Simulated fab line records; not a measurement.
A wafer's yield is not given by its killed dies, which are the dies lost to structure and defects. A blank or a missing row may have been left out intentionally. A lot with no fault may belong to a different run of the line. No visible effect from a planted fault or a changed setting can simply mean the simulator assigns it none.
fab line records	flow n5Finfet	part 2 of 2: steps 21 to 31 of 31
record lots=5	wafers=15	lastDay=17
route steps=1938 shown BEOL_M3@979
lots that met no fault: from a run of the same line without faults
startH: the number of hours between the record's first day and the start of the first shown wafer of the lot	waitH: time in hours since the lot's previous step	" same as the row above	L1.1+2: a row that stands for several wafers	- no value, or no start given	* or withheld: withheld	< > ~ a bound
route shown NAME@n: NAME is a module with steps in the file, n the number in the route of the first one	usual: the fault-free wafers' mean and standard deviation	same: alike in all rows	chamber/n: place in a boat	sites: per-site readings	_std_site: standard deviation across them	_edge_site: mean of outer sites minus mean of inner sites	radiusMm: for every site, how far away it sits from the centre of the wafer	mask NAME#n: copy n	behind: the tool/chamber that last shaped the wafer	hold: why the lot went on hold/how many hours it stayed there/how the hold came to an end	device: the n, p or np transistor that did not switch	end of line: at the end of the route, the tests of the same wafers	step lacking rows: just its recipe	killed: the dies lost at the first sort to structure and to defects; this is not the yield of the wafer	map: per-die view of a wafer (x killed, . not killed, _ where there is no die)
set.NAME: the run value of the setting; set.NAME@STEP: its run value at that earlier step	model.NAME: the simulator's own value behind a step, which no gauge read
lots seen at some steps along the route; tables by step, rows by wafer
services: from which hour (startH, from the record's first day; less than 0 if before it) a tool's chamber was out of use, for how many hours, and why
## steps
# step N5_BEOL_M3_ANNEAL_82
# recipe tempC=400	timeS=240	ambient=vacuum
# usual heaterPowerW=804/65
lot.wafer	tool	chamber	startH	waitH	heaterPowerW
L077.3	pvdSputter-03	-	163.29	0.0	827
L077.4	"	-	"	"	815
L077.6	"	-	"	"	812
L080.2	pvdSputter-01	-	175.31	0.0	921
L080.4	"	-	"	"	799
L080.6	"	-	"	"	759
L088.2	pvdSputter-02	-	232.01	0.0	860
L088.4	"	-	"	"	715
L088.5	"	-	"	"	716
L091.1	pvdSputter-01	-	251.07	0.0	973
L091.2	"	-	"	"	760
L091.3	"	-	"	"	783
L097.3	pvdSputter-02	-	286.52	0.0	766
L097.4	"	-	"	"	733
L097.5	"	-	"	"	827
# step N5_BEOL_M3_SPUTTER_86
# recipe material=Cu	targetThkA=45	tempC=-20	chamberPressurePa=0.07	powerW=withheld	timeS=8.29
# usual throttleValvePct=30.1/0.96
lot.wafer	tool	chamber	startH	waitH	throttleValvePct
L077.3	pvdSputter-03	-	163.43	0.1	29.5
L077.4	"	-	"	"	28.8
L077.6	"	-	"	"	29.6
L080.2	pvdSputter-01	-	175.45	0.1	29.1
L080.4	"	-	"	"	29.4
L080.6	"	-	"	"	31.1
L088.2	pvdSputter-02	-	232.15	0.1	29.5
L088.4	"	-	"	"	30.7
L088.5	"	-	"	"	30.6
L091.1	pvdSputter-01	-	251.21	0.1	31.6
L091.2	"	-	"	"	31.0
L091.3	"	-	"	"	29.3
L097.3	pvdSputter-02	-	286.66	0.1	30.8
L097.4	"	-	"	"	30.4
L097.5	"	-	"	"	31.3
# step N5_BEOL_M3_ANNEAL_87
# recipe tempC=400	timeS=240	ambient=vacuum
# usual heaterPowerW=803/64
lot.wafer	tool	chamber	startH	waitH	heaterPowerW
L077.3	pvdSputter-03	-	163.51	0.0	806
L077.4	"	-	"	"	789
L077.6	"	-	"	"	845
L080.2	pvdSputter-01	-	175.53	0.0	903
L080.4	"	-	"	"	818
L080.6	"	-	"	"	765
L088.2	pvdSputter-02	-	232.23	0.0	856
L088.4	"	-	"	"	722
L088.5	"	-	"	"	714
L091.1	pvdSputter-01	-	251.29	0.0	907
L091.2	"	-	"	"	752
L091.3	"	-	"	"	788
L097.3	pvdSputter-02	-	286.74	0.0	790
L097.4	"	-	"	"	701
L097.5	"	-	"	"	836
# step N5_BEOL_M3_SPUTTER_88
# recipe material=Cu	targetThkA=45	tempC=-20	chamberPressurePa=0.07	powerW=withheld	timeS=8.29
# usual throttleValvePct=30.0/0.98
lot.wafer	tool	chamber	startH	waitH	throttleValvePct
L077.3	pvdSputter-03	-	163.65	0.1	29.5
L077.4	"	-	"	"	28.2
L077.6	"	-	"	"	29.3
L080.2	pvdSputter-01	-	175.67	0.1	28.8
L080.4	"	-	"	"	29.2
L080.6	"	-	"	"	31.1
L088.2	pvdSputter-02	-	232.37	0.1	29.3
L088.4	"	-	"	"	30.6
L088.5	"	-	"	"	30.5
L091.1	pvdSputter-01	-	251.43	0.1	31.7
L091.2	"	-	"	"	31.2
L091.3	"	-	"	"	29.2
L097.3	pvdSputter-02	-	286.88	0.1	31.1
L097.4	"	-	"	"	30.7
L097.5	"	-	"	"	31.5
# step N5_BEOL_M3_ANNEAL_89
# recipe tempC=400	timeS=240	ambient=vacuum
# usual heaterPowerW=804/66
lot.wafer	tool	chamber	startH	waitH	heaterPowerW
L077.3	pvdSputter-03	-	163.73	0.0	817
L077.4	"	-	"	"	796
L077.6	"	-	"	"	840
L080.2	pvdSputter-01	-	175.75	0.0	914
L080.4	"	-	"	"	776
L080.6	"	-	"	"	756
L088.2	pvdSputter-02	-	232.45	0.0	855
L088.4	"	-	"	"	713
L088.5	"	-	"	"	720
L091.1	pvdSputter-01	-	251.51	0.0	961
L091.2	"	-	"	"	758
L091.3	"	-	"	"	804
L097.3	pvdSputter-02	-	286.96	0.0	773
L097.4	"	-	"	"	713
L097.5	"	-	"	"	841
# step N5_BEOL_M3_SPUTTER_90
# recipe material=Cu	targetThkA=45	tempC=-20	chamberPressurePa=0.07	powerW=withheld	timeS=8.29
# usual throttleValvePct=30.1/0.98
lot.wafer	tool	chamber	startH	waitH	throttleValvePct
L077.3	pvdSputter-03	-	163.87	0.1	29.8
L077.4	"	-	"	"	28.4
L077.6	"	-	"	"	29.4
L080.2	pvdSputter-01	-	175.89	0.1	28.9
L080.4	"	-	"	"	29.3
L080.6	"	-	"	"	31.0
L088.2	pvdSputter-02	-	232.59	0.1	29.5
L088.4	"	-	"	"	30.6
L088.5	"	-	"	"	30.6
L091.1	pvdSputter-01	-	251.65	0.1	31.6
L091.2	"	-	"	"	31.0
L091.3	"	-	"	"	29.0
L097.3	pvdSputter-02	-	287.10	0.1	31.1
L097.4	"	-	"	"	30.5
L097.5	"	-	"	"	31.4
# step N5_BEOL_M3_ANNEAL_91
# recipe tempC=400	timeS=240	ambient=vacuum
# usual heaterPowerW=806/66
lot.wafer	tool	chamber	startH	waitH	heaterPowerW
L077.3	pvdSputter-03	-	163.95	0.0	814
L077.4	"	-	"	"	806
L077.6	"	-	"	"	833
L080.2	pvdSputter-01	-	175.97	0.0	897
L080.4	"	-	"	"	778
L080.6	"	-	"	"	747
L088.2	pvdSputter-02	-	232.67	0.0	866
L088.4	"	-	"	"	701
L088.5	"	-	"	"	706
L091.1	pvdSputter-01	-	251.73	0.0	961
L091.2	"	-	"	"	767
L091.3	"	-	"	"	777
L097.3	pvdSputter-02	-	287.18	0.0	805
L097.4	"	-	"	"	722
L097.5	"	-	"	"	825
# step N5_BEOL_M3_SPUTTER_92
# recipe material=Cu	targetThkA=45	tempC=-20	chamberPressurePa=0.07	powerW=withheld	timeS=8.29
# usual throttleValvePct=30.0/0.98
lot.wafer	tool	chamber	startH	waitH	throttleValvePct
L077.3	pvdSputter-03	-	164.09	0.1	29.6
L077.4	"	-	"	"	28.4
L077.6	"	-	"	"	29.6
L080.2	pvdSputter-01	-	176.11	0.1	29.2
L080.4	"	-	"	"	29.3
L080.6	"	-	"	"	31.2
L088.2	pvdSputter-02	-	232.81	0.1	29.2
L088.4	"	-	"	"	30.4
L088.5	"	-	"	"	30.6
L091.1	pvdSputter-01	-	251.87	0.1	31.2
L091.2	"	-	"	"	31.1
L091.3	"	-	"	"	28.9
L097.3	pvdSputter-02	-	287.32	0.1	30.6
L097.4	"	-	"	"	30.7
L097.5	"	-	"	"	31.4
# step N5_BEOL_M3_ANNEAL_93
# recipe tempC=400	timeS=240	ambient=vacuum
# usual heaterPowerW=805/66
lot.wafer	tool	chamber	startH	waitH	heaterPowerW
L077.3	pvdSputter-03	-	164.17	0.0	828
L077.4	"	-	"	"	814
L077.6	"	-	"	"	834
L080.2	pvdSputter-01	-	176.19	0.0	878
L080.4	"	-	"	"	803
L080.6	"	-	"	"	739
L088.2	pvdSputter-02	-	232.89	0.0	884
L088.4	"	-	"	"	715
L088.5	"	-	"	"	720
L091.1	pvdSputter-01	-	251.95	0.0	957
L091.2	"	-	"	"	744
L091.3	"	-	"	"	783
L097.3	pvdSputter-02	-	287.40	0.0	756
L097.4	"	-	"	"	720
L097.5	"	-	"	"	831
# step N5_BEOL_M3_SPUTTER_94
# recipe material=Cu	targetThkA=45	tempC=-20	chamberPressurePa=0.07	powerW=withheld	timeS=8.29
# usual throttleValvePct=30.0/0.97
lot.wafer	tool	chamber	startH	waitH	throttleValvePct
L077.3	pvdSputter-03	-	164.31	0.1	29.7
L077.4	"	-	"	"	28.1
L077.6	"	-	"	"	29.7
L080.2	pvdSputter-01	-	176.33	0.1	29.0
L080.4	"	-	"	"	29.2
L080.6	"	-	"	"	31.1
L088.2	pvdSputter-02	-	233.03	0.1	29.6
L088.4	"	-	"	"	30.3
L088.5	"	-	"	"	30.7
L091.1	pvdSputter-01	-	252.09	0.1	31.6
L091.2	"	-	"	"	30.9
L091.3	"	-	"	"	29.4
L097.3	pvdSputter-02	-	287.54	0.1	30.7
L097.4	"	-	"	"	30.6
L097.5	"	-	"	"	31.5
# step N5_BEOL_M3_ANNEAL_95
# recipe tempC=400	timeS=240	ambient=vacuum
# usual heaterPowerW=805/65
lot.wafer	tool	chamber	startH	waitH	heaterPowerW
L077.3	pvdSputter-03	-	164.39	0.0	824
L077.4	"	-	"	"	812
L077.6	"	-	"	"	816
L080.2	pvdSputter-01	-	176.41	0.0	904
L080.4	"	-	"	"	812
L080.6	"	-	"	"	755
L088.2	pvdSputter-02	-	233.11	0.0	870
L088.4	"	-	"	"	724
L088.5	"	-	"	"	715
L091.1	pvdSputter-01	-	252.17	0.0	935
L091.2	"	-	"	"	766
L091.3	"	-	"	"	790
L097.3	pvdSputter-02	-	287.62	0.0	779
L097.4	"	-	"	"	732
L097.5	"	-	"	"	824
## services
tool	chamber	startH	hours	kind
aldMetal-03	-	138.52	8.7	pm
pvdSputter-01	-	144.28	0.7	repair
aldMetal-03	3	164.97	2.0	repair
pvdSputter-02	-	177.09	4.0	repair
wetBench-01	-	179.80	3.1	repair
aldMetal-04	-	181.96	0.7	repair
aldMetal-01	1	206.53	35.8	repair
rieDiel-03	-	220.73	0.9	repair
rieDiel-02	3	229.20	1.3	repair
rieDiel-03	0	237.94	16.9	repair
cvdCo-02	-	257.77	2.8	pm
rieDiel-03	3	265.27	-	clean
rieDiel-03	3	265.27	-	consumableReplace:esc
rieDiel-03	3	265.27	-	consumableReplace:focusRing
rieDiel-03	3	265.27	20.3	scheduledDown
rieDiel-03	3	265.27	20.3	ventCycle
aldMetal-04	3	287.21	2.9	repair
